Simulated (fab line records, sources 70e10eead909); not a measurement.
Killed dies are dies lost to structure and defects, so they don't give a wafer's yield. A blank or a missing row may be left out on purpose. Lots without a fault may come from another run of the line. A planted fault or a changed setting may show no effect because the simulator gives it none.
Chamber matching | flow nand_harc | NHARC_A_CHANNEL_HOLE_D1_DESCUM_15 on rie_diel-07: 4 sister chambers
The step chemistry O2, time 3 s. 14 wafers are shown with their chamber, then 7 later ones without.

WAFERS WITH THEIR CHAMBER
wafer  | chamber | showerhead_plenum_p_Torr (Torr) | drypump_motor_current_A (A) | oes_product_au (a.u.)
L113.1 | 3       | 1.86                            | 5.4                         | 0.974
L113.5 | 3       | 1.86                            | 5.4                         | 0.992
L113.6 | 2       | 1.79                            | 5.7                         | 0.985
L117.2 | 1       | 2.04                            | 5.8                         | 0.992
L117.5 | 3       | 1.86                            | 5.4                         | 0.999
L117.6 | 0       | 1.98                            | 5.3                         | 1.011
L123.4 | 1       | 2.04                            | 5.8                         | 1.003
L123.5 | 2       | 1.79                            | 5.7                         | 0.994
L123.6 | 1       | 2.04                            | 5.8                         | 0.994
L126.1 | 1       | 2.04                            | 5.8                         | 0.985
L126.4 | 2       | 1.79                            | 5.7                         | 0.995
L126.5 | 2       | 1.79                            | 5.7                         | 0.995
L131.2 | 1       | 2.03                            | 5.9                         | 0.975
L131.3 | 3       | 1.85                            | 5.4                         | 0.991

SIGNATURES (means of the wafers above)
reading                  | chamber 0 | chamber 1 | chamber 2 | chamber 3 | scatter within a chamber
showerhead_plenum_p_Torr | 1.9800    | 2.0380    | 1.7900    | 1.8575    | 0.00394
drypump_motor_current_A  | 5.300     | 5.820     | 5.700     | 5.400     | 0.0283
oes_product_au           | 1.01100   | 0.98980   | 0.99225   | 0.98900   | 0.00921
Rule: a wafer's distance from a chamber is the root of the sum, over the readings, of the square of ((its reading less the chamber's mean) divided by the reading's scatter). The wafer belongs to the nearest chamber; if the next one is less than 2 further off, it can't be placed. The scatter: the root of (the sum of the squares of (reading less its chamber's mean) over the shown wafers, divided by (wafers less chambers)).

WAFERS WITHOUT THEIR CHAMBER
wafer  | showerhead_plenum_p_Torr (Torr) | drypump_motor_current_A (A) | oes_product_au (a.u.)
L131.6 | 2.03                            | 5.9                         | 0.981
L133.1 | 1.79                            | 5.7                         | 0.997
L133.3 | 2.03                            | 5.8                         | 0.967
L133.4 | 1.85                            | 5.4                         | 0.994
L134.2 | 2.03                            | 5.9                         | 0.978
L134.4 | 1.79                            | 5.7                         | 0.994
L134.5 | 1.97                            | 5.3                         | 1.001

WHICH CHAMBER EACH WENT THROUGH
wafer  | from the rows above | in truth
L131.6 | 1                   | 1
L133.1 | 2                   | 2
L133.3 | 1                   | 1
L133.4 | 3                   | 3
L134.2 | 1                   | 1
L134.4 | 2                   | 2
L134.5 | 0                   | 0
Placed correctly: 7 of 7. Can't be placed from these rows: 0. Placed wrongly: 0.
